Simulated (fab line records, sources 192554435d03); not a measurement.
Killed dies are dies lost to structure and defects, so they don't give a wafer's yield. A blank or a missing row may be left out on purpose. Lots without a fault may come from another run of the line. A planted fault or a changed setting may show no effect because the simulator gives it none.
Which tool did it? | flow n5_finfet | 10 lots, 30 wafers sampled, at 5 steps of a route of 1938

WHAT THE GAUGES READ, wafer by wafer
N5_BEOL_M0_SAQP_INSPECT_42: inspects for defects (brightfield).
lot  | measured     | on                | raw_defect_count
L075 | day 5 20:56  | defect_inspect-02 | 238 406 242
L077 | day 6 08:31  | defect_inspect-02 | 274 287 222
L079 | day 6 23:09  | defect_inspect-02 | 417 386 489
L084 | day 8 01:11  | defect_inspect-01 | 262 495 354
L086 | day 8 18:46  | defect_inspect-02 | 319 449 327
L088 | day 9 05:01  | defect_inspect-02 | 250 500 429
L092 | day 10 04:15 | defect_inspect-01 | 383 200 315
L093 | day 10 09:21 | defect_inspect-02 | 366 305 266
L095 | day 10 22:34 | defect_inspect-01 | 306 332 192
L097 | day 11 09:17 | defect_inspect-02 | 283 279 280

WHICH TOOL RAN EACH LOT (tool, then ch and the chambers of the sampled wafers, then the start)
lot  | N5_BEOL_M0_SAQP_ETCH_83           | N5_BEOL_M0_SAQP_RECESS_109         | N5_BEOL_M0_SAQP_SPACER2_ETCHBACK_27 | N5_BEOL_M0_SAQP_MANDREL2_REMOVE_110
L075 | rie_diel-05 ch 0,2,3, day 5 16:50 | vapor_etch-02 ch 0,1, day 5 19:31  | rie_diel-03 ch 1,2,3, day 5 20:20   | rie_si-05 ch 0,2, day 5 20:26
L077 | rie_diel-06 ch 0,2,3, day 6 04:16 | vapor_etch-01 ch 0,1, day 6 07:07  | rie_diel-06 ch 1,2,3, day 6 07:49   | rie_si-05 ch 0,1,3, day 6 07:53
L079 | rie_diel-03 ch 0,3, day 6 19:02   | vapor_etch-01 ch 0,1, day 6 21:54  | rie_diel-03 ch 2,3, day 6 22:34     | rie_si-05 ch 2,3, day 6 22:38
L084 | rie_diel-03 ch 0,1,3, day 7 21:16 | vapor_etch-01 ch 0,1, day 7 23:46  | rie_diel-03 ch 1,3, day 8 00:28     | rie_si-05 ch 0,1,3, day 8 00:33
L086 | rie_diel-03 ch 0,2,3, day 8 11:23 | vapor_etch-02 ch 0,1, day 8 17:28  | rie_diel-03 ch 0,1,2, day 8 18:10   | rie_si-05 ch 0,2,3, day 8 18:16
L088 | rie_diel-05 ch 0,2,3, day 9 00:26 | vapor_etch-01 ch 0,1, day 9 03:16  | rie_diel-03 ch 0,2,3, day 9 04:26   | rie_si-05 ch 0,1,3, day 9 04:31
L092 | rie_diel-03 ch 1,3, day 10 00:06  | vapor_etch-02 ch 0,1, day 10 02:30 | rie_diel-03 ch 0,1, day 10 03:30    | rie_si-05 ch 0,1, day 10 03:37
L093 | rie_diel-03 ch 0,1, day 10 04:54  | vapor_etch-02 ch 0,1, day 10 08:04 | rie_diel-06 ch 0,1,2, day 10 08:46  | rie_si-02 ch 2,3, day 10 08:51
L095 | rie_diel-05 ch 1,3, day 10 18:45  | vapor_etch-01 ch 0,1, day 10 21:10 | rie_diel-06 ch 0,1,3, day 10 21:51  | rie_si-02 ch 1,2,3, day 10 21:56
L097 | rie_diel-06 ch 0,1, day 11 05:14  | vapor_etch-02 ch 0,1, day 11 07:52 | rie_diel-06 ch 0,3, day 11 08:34    | rie_si-06 ch 1,2, day 11 08:38
- N5_BEOL_M0_SAQP_ETCH_83: etches SiARC in CF4, target depth 39 nm, time 65 s.
- N5_BEOL_M0_SAQP_RECESS_109: chemistry HF/NH3, target SiO2, target depth 3 nm, afs cycles 1, sublimation time 60 s.
- N5_BEOL_M0_SAQP_SPACER2_ETCHBACK_27: etches SiO2 in CHF3/O2, target depth 22.5 nm, time 11.25 s.
- N5_BEOL_M0_SAQP_MANDREL2_REMOVE_110: chemistry HBr/Cl2/O2, target a-Si, stops on SiCN, bt time 10 s.

THE ANSWER, worked out from the rows above alone
Rule: what is usual is taken from the lots themselves. Put in order of their means at a reading, lots are off if they are a third of the lots or fewer, leave a main group of 4 or more, and stand apart from it by a gap of 3 or more times the standard deviation of the main group's means; of several such gaps the widest counts. A main group whose means are all the same, to the digits that the tables above print for the reading, isn't used. A lot without any number at a reading at which 4 lots or more have one is off too. The other lots that the step has rows for count as sound.
No lot is off at any reading shown: from this, nothing can be told.

WHAT THE SIMULATOR HAD PUT IN
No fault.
